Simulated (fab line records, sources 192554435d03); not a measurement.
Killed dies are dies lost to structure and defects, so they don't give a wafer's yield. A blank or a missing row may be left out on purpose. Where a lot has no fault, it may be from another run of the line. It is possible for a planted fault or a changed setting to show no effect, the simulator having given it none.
Matching of chambers | flow n5-finfet | ald-sin-04 running N5_BEOL_M3_ALD_98: 4 sister chambers
The step deposits SiO2, target thk 2.5 nm, pulse time 1 s, co reactant pulse time 1 s. 8 wafers are shown with their chamber, then 10 later ones without.

== WAFERS PAIRED WITH THEIR CHAMBERS ==
wafer  | chamber | heater-power-w (W) | susceptor-temp-C (C)
L079.3 | 3       | 89                 | 100.25
L079.4 | 1       | 79                 | 100.04
L082.6 | 2       | 87                 | 99.83
L083.2 | 0       | 73                 | 99.81
L083.5 | 1       | 80                 | 100.21
L083.6 | 2       | 84                 | 100.10
L088.1 | 0       | 74                 | 100.09
L088.4 | 3       | 89                 | 100.04

== WAFERS WITH NO CHAMBER GIVEN ==
wafer  | heater-power-w (W) | susceptor-temp-C (C)
L088.5 | 89                 | 99.98
L089.1 | 89                 | 99.79
L089.2 | 74                 | 99.98
L089.6 | 79                 | 100.05
L090.1 | 79                 | 99.74
L090.3 | 88                 | 99.84
L090.6 | 89                 | 100.09
L097.3 | 89                 | 99.94
L097.4 | 77                 | 99.90
L097.5 | 89                 | 99.84

== WHICH CHAMBER EACH WENT THROUGH ==
wafer  | from the rows above     | in truth
L088.5 | 3                       | 3
L089.1 | can't be placed: 3 or 2 | 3
L089.2 | 0                       | 0
L089.6 | 1                       | 1
L090.1 | 1                       | 1
L090.3 | can't be placed: 3 or 2 | 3
L090.6 | 3                       | 3
L097.3 | can't be placed: 3 or 2 | 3
L097.4 | can't be placed: 1 or 0 | 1
L097.5 | can't be placed: 3 or 2 | 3
Correctly placed: 5 of 10. These rows do not allow placing 5 (true chamber among the candidates in 5). 0 placed wrongly.
How it was worked out, from the rows above alone: a wafer's distance from a chamber is the root of the sum, over the readings, of the square of ((its reading less the chamber's mean) divided by the reading's scatter). The wafer belongs to the nearest chamber; if the next one is less than 2 further off, it can't be placed. Each chamber's mean is taken over the wafers shown for it. The scatter: the root of (the sum of the squares of (reading less its chamber's mean) over the shown wafers, divided by (wafers less chambers)).
